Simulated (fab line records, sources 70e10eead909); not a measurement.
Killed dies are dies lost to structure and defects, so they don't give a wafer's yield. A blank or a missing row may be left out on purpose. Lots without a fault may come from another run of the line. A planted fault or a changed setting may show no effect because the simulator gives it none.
Chamber matching | flow nand_harc | NHARC_A_CHANNEL_HOLE_D2_DESCUM_15 on rie_diel-12: 4 sister chambers
The step chemistry O2, time 3 s. 4 wafers are shown with their chamber, then 11 later ones without.

WAFERS WITH THEIR CHAMBER
wafer  | chamber | showerhead_plenum_p_Torr (Torr)
L085.3 | 3       | 1.90
L087.4 | 2       | 2.03
L088.5 | 1       | 1.95
L091.1 | 0       | 2.00

WAFERS WITHOUT THEIR CHAMBER
wafer  | showerhead_plenum_p_Torr (Torr)
L091.2 | 2.03
L091.3 | 1.95
L093.1 | 1.95
L093.3 | 2.01
L093.4 | 1.90
L094.1 | 2.00
L094.2 | 1.95
L094.3 | 2.03
L096.2 | 2.00
L096.3 | 1.95
L096.6 | 2.00

WHICH CHAMBER EACH WENT THROUGH
wafer  | from the rows above | in truth
L091.2 | 2                   | 2
L091.3 | 1                   | 1
L093.1 | 1                   | 1
L093.3 | 0                   | 0
L093.4 | 3                   | 3
L094.1 | 0                   | 0
L094.2 | 1                   | 1
L094.3 | 2                   | 2
L096.2 | 0                   | 0
L096.3 | 1                   | 1
L096.6 | 0                   | 0
Placed correctly: 11 of 11. Can't be placed from these rows: 0. Placed wrongly: 0.
How it was worked out, from the rows above alone: a wafer's distance from a chamber is the root of the sum, over the readings, of the square of ((its reading less the chamber's mean) divided by the reading's scatter). The wafer belongs to the nearest chamber; if the next one is less than 2 further off, it can't be placed. A chamber's mean is the mean of its shown wafers. The scatter: with one shown wafer a chamber, the root of the mean of the squares of how far each hidden wafer lies from its nearest shown one.
